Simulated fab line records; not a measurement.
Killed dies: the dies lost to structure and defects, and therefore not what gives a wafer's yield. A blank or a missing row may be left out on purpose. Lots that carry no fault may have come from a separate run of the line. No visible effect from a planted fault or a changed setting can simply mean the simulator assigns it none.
Matching of chambers    flow n5_finfet    cvd_co-01 running N5_BEOL_M0_PRE_CLEAN_131: 3 sister chambers
The step time 15 s. 6 wafers are shown with their chamber, then 12 later ones without.

== WAFERS, EACH WITH ITS CHAMBER ==
wafer   chamber  heater_power_w (W)
L084.2  1        67
L089.1  1        70
L089.3  2        75
L088.1  0        73
L088.4  2        75
L088.6  0        76

== WAFERS WITHOUT THEIR CHAMBER ==
wafer   heater_power_w (W)
L093.1  67
L093.5  67
L093.6  75
L091.2  75
L091.4  74
L091.6  71
L095.2  70
L095.3  74
L095.4  73
L092.4  74
L092.5  70
L092.6  75

== WHICH CHAMBER EACH ONE RAN IN ==
wafer   from the rows above           in truth
L093.1  1                             1
L093.5  1                             1
L093.6  can't be placed: 2 or 0       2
L091.2  can't be placed: 2 or 0       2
L091.4  can't be placed: 0 or 2       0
L091.6  can't be placed: 1 or 0 or 2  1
L095.2  can't be placed: 1 or 0       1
L095.3  can't be placed: 0 or 2       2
L095.4  can't be placed: 0 or 2 or 1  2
L092.4  can't be placed: 0 or 2       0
L092.5  can't be placed: 1 or 0       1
L092.6  can't be placed: 2 or 0       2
2 of 12 placed correctly. Can't be placed from these rows: 10 (the true chamber is among the candidates in 10). Number placed wrongly: 0.
How it was worked out, from the rows above alone: a wafer's distance from a chamber is the root of the sum, over the readings, of the square of ((its reading less the chamber's mean) divided by the reading's scatter). If the next closest chamber is less than 2 further off than the closest, the wafer can't be placed; otherwise it belongs to the closest. For every chamber, the mean is computed from those of its wafers that are shown. The scatter is the square root of a quotient: the sum, over the shown wafers, of each reading's squared deviation from its chamber's mean, divided by wafers minus chambers.
